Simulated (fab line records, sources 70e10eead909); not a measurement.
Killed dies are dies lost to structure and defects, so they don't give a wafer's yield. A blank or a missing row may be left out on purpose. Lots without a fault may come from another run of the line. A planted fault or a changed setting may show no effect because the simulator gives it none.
Which tool did it? | flow nand_harc | 6 lots, 18 wafers sampled, at 2 steps of a route of 1302

WHAT THE GAUGES READ, wafer by wafer
NHARC_P_GATE_CD_MEAS_91: target cd 2000 nm.
lot  | measured     | on        | cd_nm (nm)
L713 | day 6 04:25  | cd_sem-02 | 1996.8 1999.9 1995.7
L715 | day 6 22:24  | cd_sem-02 | 1997.8 1996.8 1999.5
L718 | day 8 12:38  | cd_sem-03 | 2004.8 2000.4 2003.2
L729 | day 12 15:35 | cd_sem-02 | 1999.4 2001.4 2003.6
L733 | day 14 04:50 | cd_sem-02 | 1997.8 1999.6 2000.3
L735 | day 15 02:22 | cd_sem-03 | 1999.0 2001.1 2001.5

WHICH TOOL RAN EACH LOT (tool, then ch and the chambers of the sampled wafers, then the start)
lot  | NHARC_P_GATE_EXPOSE_88
L713 | krf_scanner-02 ch 0, day 6 04:15
L715 | krf_scanner-03 ch 0, day 6 22:14
L718 | krf_scanner-01 ch 0, day 8 12:28
L729 | krf_scanner-02 ch 0, day 12 15:26
L733 | krf_scanner-01 ch 0, day 14 04:41
L735 | krf_scanner-03 ch 0, day 15 02:13
- NHARC_P_GATE_EXPOSE_88: exposes mask P HVN, target cd 2000 nm.

THE ANSWER, worked out from the rows above alone
Rule: what is usual is taken from the lots themselves. Put in order of their means at a reading, lots are off if they are a third of the lots or fewer, leave a main group of 4 or more, and stand apart from it by a gap of 3 or more times the standard deviation of the main group's means; of several such gaps the widest counts. A main group whose means are all the same, to the digits that the tables above print for the reading, isn't used. A lot without any number at a reading at which 4 lots or more have one is off too. The other lots that the step has rows for count as sound.
No lot is off at any reading shown: from this, nothing can be told.

WHAT THE SIMULATOR HAD PUT IN
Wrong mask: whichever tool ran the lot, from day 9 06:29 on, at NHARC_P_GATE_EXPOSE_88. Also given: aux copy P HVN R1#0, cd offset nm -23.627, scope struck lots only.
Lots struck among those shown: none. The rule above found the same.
